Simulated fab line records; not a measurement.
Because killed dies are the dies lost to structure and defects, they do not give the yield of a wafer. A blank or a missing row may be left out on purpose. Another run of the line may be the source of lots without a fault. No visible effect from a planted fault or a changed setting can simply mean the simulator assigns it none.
The tool behind it: which one? + flow n5-finfet + Sampling: 7 lots, 20 wafers, 3 of 1938 route steps

WHAT THE GAUGES SHOWED, per wafer
N5_GATE_CUT_CD_MEAS_13: the cd target is 20 nm.
| lot  | measured    | on        | cd-nm (nm)        |
|------|-------------|-----------|-------------------|
| L431 | day 4 22:00 | cd-sem-01 | 20.02 19.93 19.53 |
| L434 | day 5 10:16 | cd-sem-02 | 19.77 19.98 19.87 |
| L436 | day 6 00:29 | cd-sem-03 | 20.64 20.26 20.00 |
| L438 | day 6 15:03 | cd-sem-02 | 20.34 19.63 20.10 |
| L441 | day 7 03:04 | cd-sem-03 | 17.77 17.70 17.67 |
| L445 | day 8 08:30 | cd-sem-02 | 18.63 18.95 18.91 |
| L447 | day 8 17:41 | cd-sem-02 | 20.33 19.92       |

WHAT TOOL EACH LOT RAN ON (gives the tool, then ch and the chambers of the sampled wafers, and finally the start)
| lot  | N5_GATE_CUT_ETCHBACK_30          | N5_GATE_CUT_EXPOSE_10            |
|------|----------------------------------|----------------------------------|
| L431 | rie-metal-02 ch 0,1, day 4 18:31 | euv-scanner-01 ch 0, day 4 21:52 |
| L434 | rie-metal-02 ch 0,1, day 5 06:56 | euv-scanner-02 ch 0, day 5 10:08 |
| L436 | rie-metal-01 ch 0, day 5 21:05   | euv-scanner-02 ch 0, day 6 00:20 |
| L438 | rie-metal-03 ch 0,1, day 6 11:35 | euv-scanner-01 ch 0, day 6 14:55 |
| L441 | rie-metal-01 ch 0,1, day 6 23:41 | euv-scanner-01 ch 0, day 7 02:56 |
| L445 | rie-metal-01 ch 0, day 8 05:01   | euv-scanner-01 ch 0, day 8 08:23 |
| L447 | rie-metal-01 ch 0,1, day 8 14:00 | euv-scanner-02 ch 0, day 8 17:33 |
- N5_GATE_CUT_ETCHBACK_30: etches TiN in Cl2/Ar, target depth 3 nm.
- N5_GATE_CUT_EXPOSE_10: exposes mask GATE CUT, target cd 20 nm.

THE ANSWER, worked out from the rows above alone
Rule: what is usual is taken from the lots themselves. The widest of any qualifying gaps counts: lots, ordered by their means at a reading, are off when they make up no more than a third of the lots, leave a main group of 4 or more, and stand apart from it by 3 or more times the standard deviation of that group's means. A main group is skipped when, at the precision printed for the reading in the tables above, its means are all equal. A lot without any number at a reading at which 4 lots or more have one is off too. Any other lot the step has rows for is counted as sound.
Off at N5_GATE_CUT_CD_MEAS_13 (cd-nm): L441, L445. Main group: mean 20.03 nm, sd 0.17.
A tool fits if, at a process step before that reading, it ran every lot that is off, and no sound lot after the first of them. Gauges at N5_GATE_CUT_CD_MEAS_13: tried the same way as those tools. One fits: N5_GATE_CUT_EXPOSE_10 on euv-scanner-01. Its last sound lot is L438 (day 6 14:55), its first lot that is off L441 (day 7 02:56): a fault that began between those two fits.

WHAT THE SIMULATOR HAD INSERTED
Process parameter drift: euv-scanner-01, from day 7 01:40 on, at N5_GATE_CUT_EXPOSE_10. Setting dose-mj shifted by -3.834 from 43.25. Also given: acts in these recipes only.
Shown lots that were struck: L441, L445. The rule given above showed the same thing.
